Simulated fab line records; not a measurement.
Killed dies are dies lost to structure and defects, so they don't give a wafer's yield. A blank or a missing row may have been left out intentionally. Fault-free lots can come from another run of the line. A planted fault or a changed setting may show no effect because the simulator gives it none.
fab line records	flow n5-finfet
record lots=10	wafers=30	last-day=17
route steps=1938 shown BEOL_M14@1755 BEOL_M15@1779 PASSIVATION@1936
lots that met no fault: from a run of the same line without faults
start-h: start of the lot's first displayed wafer, in hours after the record's first day	wait-h: hours elapsed since this lot's preceding step	" the same as in the row above	L1.1+2: a single row standing in for several wafers	- either no value or no given start	* or withheld: withheld	< > ~ a bound
route shown NAME@n: a module of which the file shows steps, and the number in the route of the first	usual: average and standard deviation across the fault-free wafers	same: alike in all rows	chamber/n: place in a boat	sites: per-site readings	_std_site: how widely they spread, as a standard deviation	_edge_site: mean of outer sites minus mean of inner sites	radius-mm: for every site, how far away it sits from the centre of the wafer	mask NAME#n: copy n	behind: the most recent tool/chamber to have shaped the wafer	hold: why the lot went on hold/how many hours it stayed there/how the hold came to an end	device: the transistor (n, p or np) that didn't switch	end of line: tests run on the same wafers once the route is complete	a step with no rows: only its recipe	killed: count of dies lost to structure and defects at first sort (not the wafer's yield)	map: dies across one wafer; x = killed, . = not, _ = none there
set.NAME: setting as actually run; set.NAME@STEP: the setting as run at that earlier step	model.NAME: the simulator's own value behind a step, which no gauge read
the route's steps for a sample of lots (tables are steps, rows are wafers)
services: from which hour (start-h, from the record's first day; less than 0 if before it) a tool's chamber was out of use, for how many hours, and why
## steps
# step N5_BEOL_M14_OCD_MEAS_35
# usual trench-depth-nm=555/15
lot.wafer	tool	chamber	start-h	wait-h	trench-depth-nm
L164.1	ocd-01	-	249.46	0.0	539
L164.4	"	-	"	"	563
L164.6	"	-	"	"	544
L163.1	ocd-01	-	249.75	0.0	540
L163.3	"	-	"	"	547
L163.5	"	-	"	"	539
L165.2	ocd-02	-	256.46	0.0	539
L165.5	"	-	"	"	542
L165.6	"	-	"	"	553
L166.1	ocd-02	-	258.08	0.0	541
L166.2	"	-	"	"	563
L166.4	"	-	"	"	558
L169.2	ocd-01	-	276.39	0.0	545
L169.4	"	-	"	"	545
L169.5	"	-	"	"	549
L176.1	ocd-02	-	328.63	0.0	543
L176.2	"	-	"	"	576
L176.4	"	-	"	"	558
L177.2	ocd-01	-	342.05	0.0	543
L177.3	"	-	"	"	542
L177.5	"	-	"	"	548
L180.1	ocd-01	-	351.28	0.0	556
L180.2	"	-	"	"	549
L180.5	"	-	"	"	575
L182.2	ocd-01	-	364.58	0.0	591
L182.3	"	-	"	"	552
L182.4	"	-	"	"	544
L183.1	ocd-02	-	372.81	0.0	549
L183.4	"	-	"	"	563
L183.5	"	-	"	"	595
# step N5_BEOL_M14_DEP_53
# recipe material=SiCN	target-thk-a=500	temp-c=withheld	precursor=3MS/NH3	pressure-torr=3	rf-w=675	time-s=17.8
# usual showerhead-plenum-p-Torr=4.164/0.02	throttle-valve-pct=18.4/1.2
lot.wafer	tool	chamber	start-h	wait-h	showerhead-plenum-p-Torr	throttle-valve-pct
L164.1	pecvd-03	1	251.24	0.0	4.182	18.0
L164.4	"	2	"	"	4.165	17.7
L164.6	"	1	"	"	4.191	17.9
L163.1	pecvd-01	1	251.29	0.0	4.177	21.2
L163.3	"	2	"	"	4.181	17.8
L163.5	"	1	"	"	4.182	21.3
L165.2	pecvd-03	2	261.85	0.0	4.165	17.6
L165.5	"	2	"	"	4.166	17.7
L165.6	"	1	"	"	4.182	17.9
L166.1	pecvd-02	0	264.84	0.0	4.151	19.1
L166.2	"	1	"	"	4.188	17.9
L166.4	"	2	"	"	4.143	16.6
L169.2	pecvd-01	2	279.02	0.0	4.181	17.9
L169.4	"	2	"	"	4.165	17.9
L169.5	"	2	"	"	4.173	17.9
L176.1	pecvd-01	0	332.77	0.0	4.134	19.3
L176.2	"	2	"	"	4.169	18.3
L176.4	"	0	"	"	4.144	19.4
L177.2	pecvd-02	0	344.50	0.0	4.137	19.0
L177.3	"	1	"	"	4.204	17.9
L177.5	"	2	"	"	4.142	16.7
L180.1	pecvd-03	2	354.83	0.0	4.173	18.4
L180.2	"	1	"	"	4.181	17.9
L180.5	"	0	"	"	4.135	18.5
L182.2	pecvd-01	0	366.43	0.0	4.147	19.3
L182.3	"	2	"	"	4.183	18.4
L182.4	"	2	"	"	4.173	18.2
L183.1	pecvd-02	2	376.16	0.0	4.148	16.8
L183.4	"	1	"	"	4.202	17.6
L183.5	"	2	"	"	4.144	16.7
# step N5_BEOL_M15_EXPOSE_07
# recipe mask-id=V14	na=0.8	source-shape=annular	sigma-inner=0.5	sigma-outer=0.8	polarization=unpolarized	attpsm-phase-deg=180	dose-mj=41.25
# usual exposure-dose-mJ-cm2=41.34/0.13	stage-vel-mm-s=500.02/0.26
lot.wafer	tool	chamber	start-h	wait-h	mask	exposure-dose-mJ-cm2	stage-vel-mm-s
L164.1	krf-scanner-01	0	251.88	-	V14#0	41.19	499.65
L164.4	"	0	"	"	V14#0	41.22	499.68
L164.6	"	0	"	"	V14#0	41.19	499.91
L163.1	krf-scanner-02	0	252.04	-	V14#0	41.44	500.48
L163.3	"	0	"	"	V14#0	41.44	500.23
L163.5	"	0	"	"	V14#0	41.37	499.73
L165.2	krf-scanner-02	0	262.37	-	V14#0	41.45	500.22
L165.5	"	0	"	"	V14#0	41.41	500.08
L165.6	"	0	"	"	V14#0	41.46	500.57
L166.1	krf-scanner-01	0	265.48	-	V14#0	41.28	500.12
L166.2	"	0	"	"	V14#0	41.26	499.98
L166.4	"	0	"	"	V14#0	41.24	499.84
L169.2	krf-scanner-01	0	279.56	-	V14#0	41.20	499.57
L169.4	"	0	"	"	V14#0	41.23	499.67
L169.5	"	0	"	"	V14#0	41.17	499.71
L176.1	krf-scanner-02	0	333.40	-	V14#0	40.23	500.28
L176.2	"	0	"	"	V14#0	40.18	499.82
L176.4	"	0	"	"	V14#0	40.19	500.22
L177.2	krf-scanner-01	0	345.01	-	V14#0	41.11	499.43
L177.3	"	0	"	"	V14#0	41.19	499.68
L177.5	"	0	"	"	V14#0	41.18	499.61
L180.1	krf-scanner-01	0	355.47	-	V14#0	41.26	500.13
L180.2	"	0	"	"	V14#0	41.29	499.89
L180.5	"	0	"	"	V14#0	41.21	500.10
L182.2	krf-scanner-01	0	366.95	-	V14#0	41.22	500.05
L182.3	"	0	"	"	V14#0	41.18	499.89
L182.4	"	0	"	"	V14#0	41.20	500.30
L183.1	krf-scanner-01	0	376.79	-	V14#0	41.22	500.34
L183.4	"	0	"	"	V14#0	41.21	500.16
L183.5	"	0	"	"	V14#0	41.24	500.60
# step N5_BEOL_M15_CD_MEAS_10
# recipe target-cd-nm=360	landing-energy-ev=500	detector=se-inlens	polarity=opening
# usual cd-nm=360.4/1.6
lot.wafer	tool	chamber	start-h	wait-h	cd-nm
L164.1	cd-sem-01	0	252.05	-	358.9
L164.4	"	0	"	"	363.7
L164.6	"	0	"	"	360.3
L163.1	cd-sem-02	0	252.21	-	359.1
L163.3	"	0	"	"	362.1
L163.5	"	0	"	"	360.7
L165.2	cd-sem-02	0	262.54	-	360.9
L165.5	"	0	"	"	360.3
L165.6	"	0	"	"	361.7
L166.1	cd-sem-01	0	265.65	-	360.5
L166.2	"	0	"	"	361.0
L166.4	"	0	"	"	359.9
L169.2	cd-sem-02	0	279.73	-	362.2
L169.4	"	0	"	"	360.0
L169.5	"	0	"	"	361.0
L176.1	cd-sem-03	0	333.57	-	378.2
L176.2	"	0	"	"	380.0
L176.4	"	0	"	"	365.8
L177.2	cd-sem-03	0	345.18	-	359.0
L177.3	"	0	"	"	359.0
L177.5	"	0	"	"	359.0
L180.1	cd-sem-02	0	355.64	-	362.0
L180.2	"	0	"	"	359.0
L180.5	"	0	"	"	359.6
L182.2	cd-sem-03	0	367.11	-	361.4
L182.3	"	0	"	"	361.9
L182.4	"	0	"	"	362.2
L183.1	cd-sem-02	0	376.96	-	362.9
L183.4	"	0	"	"	360.6
L183.5	"	0	"	"	361.2
# step N5_BEOL_M15_STRIP_63
# recipe chemistry=O2	power-w=600	temp-c=60	pressure-mtorr=30	rf-frequency-hz=6e+07	bias-power-w=0	overash-fraction=0.3	o2-flow-sccm=225
# usual drypump-motor-current-A=5.8/0.44	oes-product-au=0.77/0.09	rf-vpp-V=3.6/0.65	showerhead-plenum-p-Torr=2.08/0.059	throttle-valve-pct=16.73/0.3
lot.wafer	tool	chamber	start-h	wait-h	drypump-motor-current-A	oes-product-au	rf-hours-counter-h	rf-vpp-V	showerhead-plenum-p-Torr	throttle-valve-pct
L164.1	rie-diel-04	3	-	-	5.3	0.95	12	4.0	2.07	16.11
L164.4	"	0	"	"	5.2	0.70	217	3.2	1.98	16.79
L164.6	"	0	"	"	5.2	0.70	-	4.0	1.98	16.79
L163.1	rie-diel-02	2	-	-	6.3	0.70	191	4.2	2.18	16.87
L163.3	"	1	"	"	6.1	0.77	135	3.4	2.02	17.04
L163.5	"	1	"	"	6.0	0.75	-	3.6	2.02	17.03
L165.2	rie-diel-04	0	-	-	5.2	0.71	220	3.0	1.98	16.79
L165.5	"	0	"	"	5.2	0.69	-	4.3	1.98	16.77
L165.6	"	3	"	"	5.3	0.94	-	3.0	2.07	16.17
L166.1	rie-diel-05	0	-	-	6.1	0.81	93	4.0	2.11	16.82
L166.2	"	2	"	"	5.3	0.70	213	3.7	2.17	16.66
L166.4	"	1	"	"	6.3	0.66	-	2.3	2.16	16.76
L169.2	rie-diel-05	2	-	-	5.3	0.68	218	3.7	2.16	16.66
L169.4	"	3	"	"	6.1	0.75	-	3.4	2.03	16.75
L169.5	"	2	"	"	5.4	0.68	-	4.2	2.16	16.65
L176.1	rie-diel-04	3	-	-	5.3	0.91	31	3.1	2.07	16.17
L176.2	"	1	"	"	5.2	0.84	79	2.9	2.12	16.72
L176.4	"	0	"	"	5.2	0.68	235	3.8	1.97	16.83
L177.2	rie-diel-04	2	-	-	6.2	0.71	205	4.4	2.08	17.01
L177.3	"	1	"	"	5.2	0.83	82	2.8	2.12	16.72
L177.5	"	2	"	"	6.2	0.71	-	3.9	2.08	17.01
L180.1	rie-diel-04	1	-	-	5.2	0.82	86	2.9	2.12	16.75
L180.2	"	3	"	"	5.3	0.89	39	3.6	2.07	16.18
L180.5	"	1	"	"	5.2	0.82	-	3.1	2.12	16.73
L182.2	rie-diel-05	1	-	-	6.3	0.89	21	2.4	2.15	16.24
L182.3	"	0	"	"	6.1	0.76	128	4.7	2.10	16.87
L182.4	"	2	"	"	5.3	0.67	249	2.8	2.15	16.73
L183.1	rie-diel-05	0	-	-	6.1	0.76	131	4.2	2.10	16.88
L183.4	"	1	"	"	6.3	0.89	-	1.9	2.15	16.28
L183.5	"	3	"	"	6.1	0.73	-	3.5	2.02	16.83
# step N5_BEOL_M15_CD_MEAS_17
# recipe target-cd-nm=360	polarity=opening
# usual cd-nm=361.2/2
lot.wafer	tool	chamber	start-h	wait-h	cd-nm
L164.1	cd-sem-01	-	252.63	0.0	360.7
L164.4	"	-	"	"	365.4
L164.6	"	-	"	"	363.0
L163.1	cd-sem-03	-	252.90	0.0	361.3
L163.3	"	-	"	"	362.2
L163.5	"	-	"	"	361.0
L165.2	cd-sem-01	-	263.18	0.0	361.3
L165.5	"	-	"	"	361.5
L165.6	"	-	"	"	364.3
L166.1	cd-sem-01	-	267.21	0.0	359.8
L166.2	"	-	"	"	360.7
L166.4	"	-	"	"	359.8
L169.2	cd-sem-03	-	280.32	0.0	362.1
L169.4	"	-	"	"	361.1
L169.5	"	-	"	"	360.7
L176.1	cd-sem-02	-	334.16	0.0	379.9
L176.2	"	-	"	"	382.1
L176.4	"	-	"	"	366.9
L177.2	cd-sem-02	-	345.77	0.0	359.1
L177.3	"	-	"	"	359.9
L177.5	"	-	"	"	359.3
L180.1	cd-sem-01	-	356.22	0.0	363.1
L180.2	"	-	"	"	360.2
L180.5	"	-	"	"	361.1
L182.2	cd-sem-02	-	367.70	0.0	361.4
L182.3	"	-	"	"	361.7
L182.4	"	-	"	"	362.7
L183.1	cd-sem-01	-	377.55	0.0	363.3
L183.4	"	-	"	"	362.2
L183.5	"	-	"	"	363.4
# step N5_PASSIVATION_PROBE_49
# usual defect-limited-yield=91.3/1.5	killed_at_M0_to_M3=34/9.4	killed_at_M4_up=13/5.3	killed-at-contacts=13/5.7	killed-at-front-end=40/10	killed-at-other=3.7/2.8	killed-dies=103/17	killed-open=67/13	killed-short=35/8.5	sort_bin_4_leakage=0.00/0.016	sort_bin_5_function=5.0/0.98	sort_bin_6_memory=3.3/0.7	sort-n-pass=1077/17	sort-yield-pct=91.3/1.5
# same gross-dies=1180	killed-at-back-side=0	sort_bin_8_speed[%]=0
lot.wafer	tool	chamber	start-h	wait-h	defect-limited-yield[%]	killed_at_M0_to_M3	killed_at_M4_up	killed-at-contacts	killed-at-front-end	killed-at-other	killed-dies	killed-open	killed-short	sort_bin_4_leakage[%]	sort_bin_5_function[%]	sort_bin_6_memory[%]	sort-n-pass	sort-yield-pct[%]
L176.1	prober-02	-	353.17	0.0	89.2	44	13	14	53	3	127	84	42	0	5.8	4.4	1053	89.2
# killed by level:class
L176.1 FIN_SAQP:geometric-particle:open=19 MOL_CONTACT_COAG:geometric-particle:open=14 STI_FIN_REVEAL:geometric-particle:open=11 FIN_SAQP:geometric-particle:short=8 BEOL_M0_SAQP:geometric-particle:open=8 BEOL_M0_SAQP:geometric-particle:short=8 BEOL_M3:geometric-particle:open=6 BEOL_M3:geometric-particle:short=5
## services
tool	chamber	start-h	hours	kind
rie-diel-04	1	229.69	7.4	repair
pecvd-03	2	237.15	4.5	repair
krf-scanner-02	-	238.27	1.3	pm
rie-diel-05	3	265.18	6.2	repair
pecvd-01	0	271.13	58.4	repair
rie-diel-05	1	271.34	-	clean
rie-diel-05	1	271.34	-	consumable-replace:focus-ring
rie-diel-04	-	273.42	14.6	pm
krf-scanner-02	-	273.57	1.9	repair
rie-diel-02	0	279.54	8.0	repair
pecvd-01	2	280.52	5.9	repair
rie-diel-02	0	289.38	4.3	repair
krf-scanner-01	0	292.25	-	calibration
krf-scanner-02	-	310.60	4.0	pm
rie-diel-02	0	316.61	4.1	repair
rie-diel-02	2	319.89	2.5	repair
krf-scanner-01	-	323.27	4.4	pm
rie-diel-02	3	323.57	29.4	repair
rie-diel-02	1	326.74	3.5	repair
krf-scanner-02	-	327.65	1.0	pm
krf-scanner-01	-	329.32	1.0	pm
rie-diel-04	0	356.87	1.3	repair
rie-diel-02	0	364.04	1.5	repair
rie-diel-02	0	375.58	11.8	repair
## key
first-sign step=N5_BEOL_M15_EXPOSE_07	reading=exposure-dose-mJ-cm2	direction=down	sigmas=8.9	usual=41.34	struck=40.20
effect step=N5_BEOL_M15_CD_MEAS_10	reading=cd-nm	direction=up	sigmas=9.2	usual=360.4	struck=374.7	through=control-loop
effect step=N5_BEOL_M15_CD_MEAS_17	reading=cd-nm	direction=up	sigmas=7.7	usual=361.2	struck=376.3	through=control-loop
met-at N5_BEOL_M15_EXPOSE_07
struck-lots L176
loop-trim step=N5_BEOL_M15_EXPOSE_07	setting=dose	lots=L176
not-acting-at N5_BEOL_M14_OCD_MEAS_35,N5_BEOL_M14_DEP_53,N5_BEOL_M15_STRIP_63
onset-between 262.37 333.40
fault kind=process-parameter-drift	tool=krf-scanner-02	chamber=-	onset-h=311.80	steps=N5_BEOL_M15_EXPOSE_07	channel=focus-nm	offset=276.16	spread-by-wafer=0.3	shape=step
# loop-trim: a control loop set the setting to another value than it would have without faults
